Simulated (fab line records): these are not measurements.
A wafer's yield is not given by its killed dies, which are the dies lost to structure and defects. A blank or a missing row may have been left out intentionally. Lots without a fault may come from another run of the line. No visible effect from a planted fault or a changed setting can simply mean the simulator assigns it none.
fab line records ; flow n5_finfet
record: lots: 6; wafers: 18; last_day: 18
route steps=1938 shown BEOL_M13@1681
lots that met no fault: taken from a fault-free run of the same line
start_h: hours from the record's first day to the start of the lot's first wafer shown ; wait_h: how many hours have passed since the lot's step before this one ; " identical to the entry in the row above ; L1.1+2: a single row standing in for several wafers ; - no value, or no start was given ; * or withheld: withheld ; < > ~ a bound
route shown NAME@n: a module of which the file shows steps, and the number in the route of the first ; usual: mean/standard deviation taken from wafers without a fault ; same: alike in all rows ; chamber/n: place in a boat ; sites: the reading at each site ; _std_site: how widely they spread, as a standard deviation ; _edge_site: the outer-site mean with the inner-site mean subtracted ; radius_mm: for every site, how far away it sits from the centre of the wafer ; mask NAME#n: copy n ; behind: the last tool/chamber to shape the wafer ; hold: cause of the lot's hold/its duration in hours/its outcome ; device: whichever transistor did not switch (one of n, p or np) ; end of line: tests of these same wafers at the route's end ; where a step has no rows: the recipe by itself ; killed: dies lost to structure and defects at the first sort, not the wafer's yield ; map: dies across one wafer; x = killed, . = not, _ = none there
set.NAME: the run value of the setting; set.NAME@STEP: its run value at that earlier step ; model.NAME: the simulator's own value behind a step, which no gauge read
lots seen at some steps along the route; tables by step, rows by wafer
services: when a tool's chamber went out of use (start_h, in hours from the record's first day, below 0 if earlier), for how many hours, and the reason
== steps ==
step: N5_BEOL_M13_COAT_66
recipe: resist: SiARC; temp_c: 220; time_s: 60; spin_rpm: 1500; resist_thk_nm: 110
step: N5_BEOL_M13_COAT_22
recipe: spin_rpm: 2888; resist_thk_nm: 300
step: N5_BEOL_M13_EBR_24
recipe: solvent: PGMEA; ebr_width_mm: 1.5
step: N5_BEOL_M13_SOFTBAKE_23
recipe: temp_c: 130; time_s: 60
step: N5_BEOL_M13_EXPOSE_25
recipe: mask_id: M13; na: 0.93; source_shape: conventional; sigma_outer: 0.4; polarization: unpolarized; target_cd_nm: 210; dose_mj: 22
step: N5_BEOL_M13_PEB_26
recipe: peb_temp_c: 130; peb_time_s: 90
step: N5_BEOL_M13_DEVELOP_27
recipe: develop_time_s: 45; rinse_liquid: diw; dry: air_spin; dev_temp_c: 21
step: N5_BEOL_M13_HARDBAKE_32
recipe: temp_c: 130; time_s: 120
step: N5_BEOL_M13_CD_MEAS_28
recipe: target_cd_nm: 209.5; landing_energy_ev: 500; detector: se_inlens
usual: cd_nm: 209.4/0.99
lot.wafer;tool;chamber;start_h;wait_h;cd_nm
L336.4;cd_sem-02;0;257.03;-;209.2
L336.5;cd_sem-02;0;257.03;-;208.5
L336.6;cd_sem-02;0;257.03;-;208.8
L338.2;cd_sem-01;0;275.97;-;208.8
L338.5;cd_sem-01;0;275.97;-;208.7
L338.6;cd_sem-01;0;275.97;-;209.0
L340.1;cd_sem-03;0;281.55;-;210.8
L340.2;cd_sem-03;0;281.55;-;210.4
L340.5;cd_sem-03;0;281.55;-;210.3
L352.4;cd_sem-03;0;358.17;-;210.8
L352.5;cd_sem-03;0;358.17;-;210.8
L352.6;cd_sem-03;0;358.17;-;211.0
L354.4;cd_sem-01;0;370.24;-;209.8
L354.5;cd_sem-01;0;370.24;-;208.4
L354.6;cd_sem-01;0;370.24;-;208.6
L358.3;cd_sem-03;0;398.92;-;208.4
L358.4;cd_sem-03;0;398.92;-;208.9
L358.6;cd_sem-03;0;398.92;-;209.3
step: N5_BEOL_M13_OVL_MEAS_29
recipe: points_per_wafer: 44
usual: M13_OVL: 5/5.3
same: points_per_wafer: 44
lot.wafer;tool;chamber;start_h;wait_h;M13_OVL[nm]
L336.4;overlay-02;0;257.05;0.0;6
L336.5;overlay-02;0;257.05;0.0;1
L336.6;overlay-02;0;257.05;0.0;4
L338.2;overlay-02;0;276.00;0.0;8
L338.5;overlay-02;0;276.00;0.0;8
L338.6;overlay-02;0;276.00;0.0;9
L340.1;overlay-01;0;281.58;0.0;10
L340.2;overlay-01;0;281.58;0.0;14
L340.5;overlay-01;0;281.58;0.0;9
L352.4;overlay-01;0;358.20;0.0;4
L352.5;overlay-01;0;358.20;0.0;12
L352.6;overlay-01;0;358.20;0.0;11
L354.4;overlay-01;0;370.27;0.0;7
L354.5;overlay-01;0;370.27;0.0;5
L354.6;overlay-01;0;370.27;0.0;11
L358.3;overlay-01;0;398.95;0.0;5
L358.4;overlay-01;0;398.95;0.0;0
L358.6;overlay-01;0;398.95;0.0;10
step: N5_BEOL_M13_INSPECT_30
recipe: mode: adi; inspect_instrument: macro
usual: raw_defect_count: 2.1/1.5
lot.wafer;tool;chamber;start_h;wait_h;raw_defect_count
L336.4;defect_inspect-02;-;257.08;0.0;0
L336.5;defect_inspect-02;-;257.08;0.0;2
L336.6;defect_inspect-02;-;257.08;0.0;3
L338.2;defect_inspect-02;-;276.02;0.0;5
L338.5;defect_inspect-02;-;276.02;0.0;0
L338.6;defect_inspect-02;-;276.02;0.0;4
L340.1;defect_inspect-01;-;281.61;0.0;3
L340.2;defect_inspect-01;-;281.61;0.0;1
L340.5;defect_inspect-01;-;281.61;0.0;2
L352.4;defect_inspect-02;-;358.22;0.0;2
L352.5;defect_inspect-02;-;358.22;0.0;4
L352.6;defect_inspect-02;-;358.22;0.0;3
L354.4;defect_inspect-02;-;370.29;0.0;3
L354.5;defect_inspect-02;-;370.29;0.0;1
L354.6;defect_inspect-02;-;370.29;0.0;6
L358.3;defect_inspect-01;-;398.97;0.0;2
L358.4;defect_inspect-01;-;398.97;0.0;5
L358.6;defect_inspect-01;-;398.97;0.0;3
step: N5_BEOL_M13_DESCUM_33
recipe: chemistry: O2; time_s: 7.9; source_power_w: 50; bias_power_w: 20; pressure_mtorr: 20; rf_frequency_hz: 2.712e+07; temp_c: 40; o2_flow_sccm: 225
usual: drypump_motor_current_A: 5.7/0.32; oes_product_au: 0.78/0.081; rf_vpp_V: 242.9/1.8; showerhead_plenum_p_Torr: 2.08/0.098; throttle_valve_pct: 20.5/0.33
lot.wafer;tool;chamber;start_h;wait_h;drypump_motor_current_A;oes_product_au;rf_hours_counter_h;rf_vpp_V;showerhead_plenum_p_Torr;throttle_valve_pct
L336.4;rie_diel-06;3;257.12;0.0;5.3;0.94;23;245.2;2.22;20.0
L336.5;rie_diel-06;3;257.12;0.0;5.3;0.93;-;245.2;2.22;20.0
L336.6;rie_diel-06;0;257.12;0.0;5.7;0.80;-;243.4;2.18;20.5
L338.2;rie_diel-06;1;276.06;0.0;6.0;0.73;163;240.8;1.93;21.0
L338.5;rie_diel-06;1;276.06;0.0;5.9;0.73;-;241.0;1.93;21.0
L338.6;rie_diel-06;2;276.06;0.0;5.9;0.70;-;240.8;2.00;20.8
L340.1;rie_diel-06;3;281.64;0.0;5.3;0.92;30;244.4;2.22;20.0
L340.2;rie_diel-06;0;281.64;0.0;5.7;0.80;134;243.5;2.18;20.5
L340.5;rie_diel-06;3;281.64;0.0;5.3;0.93;-;246.0;2.22;20.0
L352.4;rie_diel-06;3;358.25;0.0;5.3;0.87;54;245.9;2.21;20.1
L352.5;rie_diel-06;0;358.25;0.0;5.7;0.76;-;244.5;2.17;20.5
L352.6;rie_diel-06;1;358.25;0.0;5.9;0.71;-;240.4;1.93;21.0
L354.4;rie_diel-06;3;370.35;0.1;5.3;0.88;57;245.1;2.21;20.1
L354.5;rie_diel-06;2;370.35;0.1;5.9;0.69;-;241.6;1.99;20.9
L354.6;rie_diel-06;1;370.35;0.1;5.9;0.72;-;239.7;1.92;21.0
L358.3;rie_diel-02;2;399.01;0.0;5.5;0.73;178;241.2;2.00;20.4
L358.4;rie_diel-02;0;399.01;0.0;5.4;0.87;43;243.3;2.13;20.1
L358.6;rie_diel-02;2;399.01;0.0;5.5;0.73;-;241.5;2.00;20.4
step: N5_BEOL_M13_ETCH_67
recipe: chemistry: CF4; target: SiARC; target_depth_a: 1430; time_s: 238.3; ion_energy_ev: 80; pressure_mtorr: 40; source_w: 545; bias_w: 36; Ar_flow_sccm: 100; cf4_flow_sccm: 100; ends: cleared
usual: drypump_motor_current_A: 5.7/0.32; etch_rf_on_time_s: 237/3; oes_product_au: 0.66/0.068; rf_vpp_V: 183.9/1.5; showerhead_plenum_p_Torr: 2.13/0.099; throttle_valve_pct: 15.7/0.3
lot.wafer;tool;chamber;start_h;wait_h;drypump_motor_current_A;etch_rf_on_time_s;oes_product_au;rf_hours_counter_h;rf_vpp_V;showerhead_plenum_p_Torr;throttle_valve_pct
L336.4;rie_diel-06;3;257.16;0.0;5.3;232;0.79;23;186.7;2.28;15.2
L336.5;rie_diel-06;3;257.16;0.0;5.3;232;0.80;-;185.5;2.28;15.2
L336.6;rie_diel-06;0;257.16;0.0;5.8;238;0.68;-;186.3;2.23;15.7
L338.2;rie_diel-06;1;276.09;0.0;5.9;232;0.64;163;181.1;1.98;16.1
L338.5;rie_diel-06;1;276.09;0.0;5.9;169;0.77;-;182.8;1.98;16.1
L338.6;rie_diel-06;2;276.09;0.0;5.9;239;0.60;-;182.6;2.05;16.0
L340.1;rie_diel-06;3;281.68;0.0;5.3;172;0.95;30;185.6;2.28;15.3
L340.2;rie_diel-06;0;281.68;0.0;5.7;237;0.67;134;185.7;2.23;15.7
L340.5;rie_diel-06;3;281.68;0.0;5.3;171;0.95;-;187.1;2.28;15.2
L352.4;rie_diel-06;3;358.29;0.0;5.3;233;0.75;54;186.6;2.27;15.3
L352.5;rie_diel-06;0;358.29;0.0;5.8;240;0.65;-;183.8;2.22;15.7
L352.6;rie_diel-06;1;358.29;0.0;5.9;236;0.62;-;181.7;1.97;16.1
L354.4;rie_diel-06;3;370.39;0.0;5.3;235;0.74;57;184.6;2.27;15.3
L354.5;rie_diel-06;2;370.39;0.0;5.9;239;0.59;-;182.2;2.04;16.1
L354.6;rie_diel-06;1;370.39;0.0;5.9;234;0.62;-;182.9;1.97;16.1
L358.3;rie_diel-02;2;399.04;0.0;5.5;238;0.62;178;182.3;2.05;15.6
L358.4;rie_diel-02;0;399.04;0.0;5.4;234;0.74;43;185.2;2.18;15.3
L358.6;rie_diel-02;2;399.04;0.0;5.5;238;0.61;-;183.6;2.05;15.6
step: N5_BEOL_M13_ETCH_68
recipe: chemistry: N2/H2; target: SOC; mask_material: SiARC; source_w: 3000; bias_w: 350; temp_c: 40; time_s: 355; ion_energy_ev: 200; pressure_mtorr: 30; n2_flow_sccm: 200; h2_flow_sccm: 200
usual: drypump_motor_current_A: 5.7/0.32; oes_product_au: 0.78/0.079; rf_vpp_V: 523/3.7; showerhead_plenum_p_Torr: 2.52/0.12; throttle_valve_pct: 17.9/0.33
lot.wafer;tool;chamber;start_h;wait_h;drypump_motor_current_A;oes_product_au;rf_hours_counter_h;rf_vpp_V;showerhead_plenum_p_Torr;throttle_valve_pct
L336.4;rie_diel-06;3;257.30;0.1;5.3;0.93;23;529;2.70;17.3
L336.5;rie_diel-06;3;257.30;0.1;5.3;0.94;-;530;2.70;17.3
L336.6;rie_diel-06;0;257.30;0.1;5.7;0.80;-;527;2.67;17.9
L338.2;rie_diel-06;1;276.24;0.1;5.9;0.74;163;517;2.34;18.2
L338.5;rie_diel-06;1;276.24;0.1;5.9;0.75;-;516;2.34;18.2
L338.6;rie_diel-06;2;276.24;0.1;5.9;0.71;-;521;2.42;18.2
L340.1;rie_diel-06;3;281.82;0.1;5.3;0.91;30;528;2.69;17.3
L340.2;rie_diel-06;0;281.82;0.1;5.7;0.78;134;527;2.66;17.9
L340.5;rie_diel-06;3;281.82;0.1;5.3;0.91;-;528;2.69;17.3
L352.4;rie_diel-06;3;358.43;0.1;5.3;0.88;54;528;2.68;17.3
L352.5;rie_diel-06;0;358.43;0.1;5.8;0.77;-;527;2.65;18.0
L352.6;rie_diel-06;1;358.43;0.1;5.9;0.72;-;518;2.33;18.2
L354.4;rie_diel-06;3;370.53;0.1;5.3;0.86;57;527;2.68;17.4
L354.5;rie_diel-06;2;370.53;0.1;5.9;0.68;-;521;2.41;18.2
L354.6;rie_diel-06;1;370.53;0.1;6.0;0.72;-;516;2.33;18.2
L358.3;rie_diel-02;2;399.19;0.1;5.5;0.73;178;519;2.43;17.7
L358.4;rie_diel-02;0;399.19;0.1;5.4;0.86;44;526;2.58;17.5
L358.6;rie_diel-02;2;399.19;0.1;5.5;0.73;-;519;2.43;17.7
== services ==
tool;chamber;start_h;hours;kind
rie_diel-02;1;234.79;10.1;repair
rie_diel-06;2;323.89;4.5;repair
rie_diel-02;1;351.37;14.6;repair
== key ==
first_sign: step: N5_BEOL_M13_ETCH_67; reading: etch_rf_on_time_s; direction: down; sigmas: 22; usual: *; struck: *
effect: step: N5_BEOL_M13_ETCH_67; reading: oes_product_au; direction: up; sigmas: 3.4; usual: 0.66; struck: 0.89; wafers_moved: 2
met_at N5_BEOL_M13_ETCH_67
struck_wafers L338.5,L340.1,L340.5
onset_between 257.16 276.09
fault: kind: process_parameter_drift; tool: rie_diel-06; chamber: -; onset_h: 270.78; steps: N5_BEOL_M13_ETCH_67; channel: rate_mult; offset: 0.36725; shape: step; end_h: 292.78; scope: struck_wafers_only
